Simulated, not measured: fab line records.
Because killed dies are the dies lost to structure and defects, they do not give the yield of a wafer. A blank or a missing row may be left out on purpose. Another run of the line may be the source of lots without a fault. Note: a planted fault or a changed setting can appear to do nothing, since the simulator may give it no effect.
Split-lot study | flow n5_finfet | 7 lots, 39 wafers read, on a route of 1938 steps

== ABOUT THE SPLIT ==
At N5_BEOL_M3_DESCUM_33 (chemistry O2, time 7 s), the setting time_s was moved away from the recipe's 7 s on 12 of the 39 wafers read, by -45.9% to +43.3%. This setting was run at the recipe's value on the other wafers.

The reading comes from the split's own step.

== THE READING ==
CAR-EUV_of_BEOL_M3_COAT_22.thk_nm (the simulator's own value, which no gauge read), in nm, at N5_BEOL_M3_DESCUM_33 (chemistry O2, time 7 s). There is no usual value for it anywhere in the file. Average 26.1 nm, standard deviation 0.12 nm, over the 27 wafers here run with the recipe.

wafer  | tool, chamber at the split | time_s as run, s | against the recipe | CAR-EUV_of_BEOL_M3_COAT_22.thk_nm, nm | against lot-mates on the recipe
L077.1 | rie_diel-06, 0,2,3,3,0     | 7                | recipe             | 26.2                                  | -
L077.3 | rie_diel-06, 0,2,3,3,0     | 7                | recipe             | 26.2                                  | -
L077.4 | rie_diel-06, 0,2,3,3,0     | 7                | recipe             | 26.2                                  | -
L077.5 | rie_diel-06, 0,2,3,3,0     | 7                | recipe             | 26.2                                  | -
L077.6 | rie_diel-06, 0,2,3,3,0     | 7                | recipe             | 26.2                                  | -
L077.2 | rie_diel-06, 1             | 7                | recipe             | 26                                    | -
L078.1 | rie_diel-06, 3             | 8.747            | +25.0%             | 25.2                                  | -0.9
L078.2 | rie_diel-06, 1,2           | 7                | recipe             | 26.2                                  | -
L078.4 | rie_diel-06, 1,2           | 7                | recipe             | 26.2                                  | -
L078.3 | rie_diel-06, 0,2           | 8.747            | +25.0%             | 25.4                                  | -0.7
L078.5 | rie_diel-06, 0,2           | 8.747            | +25.0%             | 25.4                                  | -0.7
L078.6 | rie_diel-06, 1             | 7                | recipe             | 26                                    | -
L079.1 | rie_diel-04, 0,1,1         | 7                | recipe             | 26                                    | -
L079.2 | rie_diel-04, 0,1,1         | 7                | recipe             | 26                                    | -
L079.5 | rie_diel-04, 0,1,1         | 7                | recipe             | 26                                    | -
L079.3 | rie_diel-04, 2,3           | 3.79             | -45.9%             | 27.6                                  | +1.6
L079.4 | rie_diel-04, 2,3           | 3.79             | -45.9%             | 27.6                                  | +1.6
L079.6 | rie_diel-04, 2             | 3.79             | -45.9%             | 27.4                                  | +1.4
L088.1 | rie_diel-03, 2,3,3         | 7                | recipe             | 26                                    | -
L088.2 | rie_diel-03, 2,3,3         | 7                | recipe             | 26                                    | -
L088.5 | rie_diel-03, 2,3,3         | 7                | recipe             | 26                                    | -
L088.3 | rie_diel-03, 0,0,2         | 10.03            | +43.3%             | 24.6                                  | -1.4
L088.4 | rie_diel-03, 0,0,2         | 10.03            | +43.3%             | 24.6                                  | -1.4
L088.6 | rie_diel-03, 0,0,2         | 10.03            | +43.3%             | 24.6                                  | -1.4
L087.4 | rie_diel-03, 0,3,2         | 7                | recipe             | 26                                    | -
L087.5 | rie_diel-03, 0,3,2         | 7                | recipe             | 26                                    | -
L087.6 | rie_diel-03, 0,3,2         | 7                | recipe             | 26                                    | -
L091.1 | rie_diel-03, 2,1           | 7                | recipe             | 26.2                                  | -
L091.2 | rie_diel-03, 2,1           | 7                | recipe             | 26.2                                  | -
L091.3 | rie_diel-03, 0,3,1,0       | 7                | recipe             | 26                                    | -
L091.4 | rie_diel-03, 0,3,1,0       | 7                | recipe             | 26                                    | -
L091.5 | rie_diel-03, 0,3,1,0       | 7                | recipe             | 26                                    | -
L091.6 | rie_diel-03, 0,3,1,0       | 7                | recipe             | 26                                    | -
L095.1 | rie_diel-03, 3             | 7                | recipe             | 26                                    | -
L095.2 | rie_diel-03, 0,1,0         | 8.176            | +16.8%             | 25.2                                  | -0.7
L095.3 | rie_diel-03, 0,1,0         | 8.176            | +16.8%             | 25.2                                  | -0.7
L095.6 | rie_diel-03, 0,1,0         | 8.176            | +16.8%             | 25.2                                  | -0.7
L095.4 | rie_diel-03, 2,3           | 7                | recipe             | 25.8                                  | -
L095.5 | rie_diel-03, 2,3           | 7                | recipe             | 25.8                                  | -
The file does not say which wafer passed through which chamber wherever a row lists several chambers: such a row stands for several wafers.

THE FIT
A straight line over all 39 wafers: CAR-EUV_of_BEOL_M3_COAT_22.thk_nm changes by -0.0332 nm for each +1% of time_s; r = -0.98; the points scatter about the line by 0.14 nm.
The same after taking each lot's own level away (the mean of its wafers on the recipe; 39 wafers): -0.0332 nm for each +1%; r = -0.99; scatter 0.08 nm.
According to that fit, moving time_s by its largest amount changes the reading by 1.5 nm.
The span of the lots' own levels, 25.87 to 26.17 nm, comes to 2.6 times the standard deviation stated above.
Consequently the slope shifts little with the lot-to-lot level, the two slopes agreeing.
Check: +1.5 nm against its lot-mates is what the line predicts for one of the wafers moved furthest among these (-45.9%) when that wafer is left out of the fit. Against them it came out at +1.6 nm.

== OTHER SPLITS APPLIED TO THESE WAFERS ==
These wafers also went through other splits before the reading. Each is held against what the fit with the lots' levels taken away leaves over:
other split on the same wafers            | wafers away from the commonest value | r with CAR-EUV_of_BEOL_M3_COAT_22.thk_nm (lot level and that fit taken away)
N5_SD_EPI_N_ETCH_45 target_depth_a        | 12                                   | +0.08
N5_MOL_CONTACT_COAG_PRECLEAN_111 time_s   | 9                                    | +0.06
N5_BEOL_M0_TRENCH_ETCH_107 target_depth_a | 9                                    | +0.19

== FILE'S OWN FIT ==
CAR-EUV_of_BEOL_M3_COAT_22.thk_nm changes by -0.0332 nm for each +1% of time_s, r = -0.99.
